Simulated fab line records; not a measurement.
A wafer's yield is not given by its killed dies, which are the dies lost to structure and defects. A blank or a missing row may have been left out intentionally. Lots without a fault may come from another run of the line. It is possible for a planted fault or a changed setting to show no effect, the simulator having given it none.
Struck lot and sound lot, side by side -- flow nand_harc -- 15 steps out of a route of 1159
Sound: the wafers L346.1, L346.4, L346.5. Struck: wafer L334.6 (left out: L334.2, L334.5 of the same lot, which were not struck); the cause appears at the end.
Per side, at each step with rows, come the tool, then ch with its chambers, and then its first start. Under that, the readings that differ: sound wafers -- struck wafers -- difference of the means -- sigmas: that difference in standard deviations of wafers without a fault.
alike: readings whose means differ by less than 2 such deviations, and words and numbers that are the same on both sides. not compared: withheld readings, readings that some wafer has no value for, bounds like >300 that may hide the same value, and numbers for which the record gives no deviation and whose values overlap.
Wherever a step has rows on one side only, a row that says differs or no value, or a row with sigmas, the two part there. When numbers do not overlap yet have no deviation, they are printed without sigmas and do not part them. A reading missing from all wafers of one side parts the sides only when that side holds two or more wafers.

first, 1 step without rows for these wafers: NHARC_A_ONON_D1_DEP_00 (target thk 1000 nm).
NHARC_A_ONON_D1_THK_MEAS_02: measures by ellipsometry.
  struck on film_metro-02, day 8 21:21; sound on film_metro-02, day 11 20:02
reading,sound,struck,difference,sigmas
thk_nm (nm),985 982 987,1016,+31,+3
after that, 1 step with no rows for these wafers: NHARC_A_ONON_D1_DEP_03 (target thk 1000 nm).
NHARC_A_ONON_D1_THK_MEAS_05: measures by ellipsometry.
  struck on film_metro-02, day 8 21:55; sound on film_metro-01, day 11 20:36
  alike: thk_nm
after that, 1 step with no rows for these wafers: NHARC_A_ONON_D1_DEP_06 (target thk 1000 nm).
NHARC_A_ONON_D1_THK_MEAS_08: measures by ellipsometry.
  struck on film_metro-02, day 8 22:28; sound on film_metro-02, day 11 21:10
  alike: thk_nm
after that, 1 step with no rows for these wafers: NHARC_A_ONON_D1_DEP_09 (target thk 1000 nm).
NHARC_A_ONON_D1_THK_MEAS_11: measures by ellipsometry.
  struck on film_metro-01, day 8 23:02; sound on film_metro-02, day 11 21:44
  alike: thk_nm
after that, 1 step with no rows for these wafers: NHARC_A_ONON_D1_DEP_12 (target thk 1000 nm).
NHARC_A_ONON_D1_THK_MEAS_14: measures by ellipsometry.
  struck on film_metro-02, day 8 23:36; sound on film_metro-02, day 11 22:19
  alike: thk_nm
then, 1 step without rows for these wafers: NHARC_A_ONON_D1_ANNEAL_15 (time 3600 s).
NHARC_A_ONON_D1_DEP_16: target thk 1000 nm.
  sound on pecvd_onon-02 ch 0, day 12 04:52; struck on pecvd_onon-03 ch 0, day 9 06:14
NHARC_A_ONON_D1_THK_MEAS_18: measures by ellipsometry.
  struck on film_metro-01, day 9 06:41; sound on film_metro-01, day 12 05:23
reading,sound,struck,difference,sigmas
thk_nm (nm),1004 1000 1002,679,-323,-27
after that, 1 step with no rows for these wafers: NHARC_A_ONON_D1_DEP_19 (target thk 1000 nm).
-- jump in the record: it breaks off in module A_ONON_D1 and resumes in module END (first step shown: number 1159 of the route), and 12 days separate the struck wafers' starts before and after --
NHARC_END_SORT_01:
  sound on prober-02 ch 0, day 24 04:07; struck on prober-01 ch 0, day 20 20:44
reading,sound,struck,difference,sigmas
killed_at_array,24 31 24,674,+648,+59
killed_dies,28 34 25,677,+648,+54
  alike: killed_at_other, killed_at_periphery, killed_open, killed_short

WHERE THEY PART
First at NHARC_A_ONON_D1_THK_MEAS_02; last, within this record, at NHARC_END_SORT_01.

WHY: what had been put in by the simulator
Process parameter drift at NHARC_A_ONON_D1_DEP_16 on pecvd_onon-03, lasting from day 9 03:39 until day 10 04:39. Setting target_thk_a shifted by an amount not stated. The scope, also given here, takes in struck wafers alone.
